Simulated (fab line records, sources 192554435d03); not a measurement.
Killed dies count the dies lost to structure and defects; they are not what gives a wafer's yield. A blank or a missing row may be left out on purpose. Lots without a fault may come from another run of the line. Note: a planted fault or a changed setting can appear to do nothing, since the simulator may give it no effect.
Chamber matching :: flow n5_finfet :: ald_sin-04 running N5_ILD0_ALD_15: 4 sister chambers
The step deposits SiNx, target thk 24 nm, pulse time 1 s, ald cycles 480. 8 wafers are shown with their chamber, then 7 later ones without.

EACH WAFER AND ITS CHAMBER
wafer: L077.2
chamber: 2
heater_power_w (W): 743
precursor_pulse_height_rel: 0.998

wafer: L077.6
chamber: 3
heater_power_w (W): 1030
precursor_pulse_height_rel: 1.014

wafer: L078.6
chamber: 3
heater_power_w (W): 1052
precursor_pulse_height_rel: 1.011

wafer: L079.5
chamber: 1
heater_power_w (W): 771
precursor_pulse_height_rel: 1.004

wafer: L084.1
chamber: 1
heater_power_w (W): 741
precursor_pulse_height_rel: 0.966

wafer: L084.6
chamber: 0
heater_power_w (W): 838
precursor_pulse_height_rel: 0.980

wafer: L085.3
chamber: 2
heater_power_w (W): 757
precursor_pulse_height_rel: 1.040

wafer: L085.4
chamber: 0
heater_power_w (W): 836
precursor_pulse_height_rel: 0.995

WAFERS WHOSE CHAMBER IS MISSING
wafer: L085.5
heater_power_w (W): 776
precursor_pulse_height_rel: 1.005

wafer: L089.1
heater_power_w (W): 737
precursor_pulse_height_rel: 0.992

wafer: L089.2
heater_power_w (W): 858
precursor_pulse_height_rel: 0.998

wafer: L089.4
heater_power_w (W): 1040
precursor_pulse_height_rel: 1.004

wafer: L090.3
heater_power_w (W): 1052
precursor_pulse_height_rel: 1.008

wafer: L090.5
heater_power_w (W): 1046
precursor_pulse_height_rel: 0.984

wafer: L090.6
heater_power_w (W): 838
precursor_pulse_height_rel: 1.024

EACH ONE'S CHAMBER
wafer: L085.5
from the rows above: can't be placed: 1 or 2
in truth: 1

wafer: L089.1
from the rows above: can't be placed: 1 or 2
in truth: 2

wafer: L089.2
from the rows above: 0
in truth: 0

wafer: L089.4
from the rows above: 3
in truth: 3

wafer: L090.3
from the rows above: 3
in truth: 3

wafer: L090.5
from the rows above: 3
in truth: 3

wafer: L090.6
from the rows above: 0
in truth: 0
Correct placement for 5 of the 7. From these rows, 2 cannot be placed; in 2 the true chamber is one of the candidates. Number placed wrongly: 0.
How it was worked out, from the rows above alone: a wafer's distance from a chamber is the root of the sum, over the readings, of the square of ((its reading less the chamber's mean) divided by the reading's scatter). If the next closest chamber is less than 2 further off than the closest, the wafer can't be placed; otherwise it belongs to the closest. The mean given for a chamber averages the wafers shown for that chamber. The scatter is the square root of a quotient: the sum, over the shown wafers, of each reading's squared deviation from its chamber's mean, divided by wafers minus chambers.
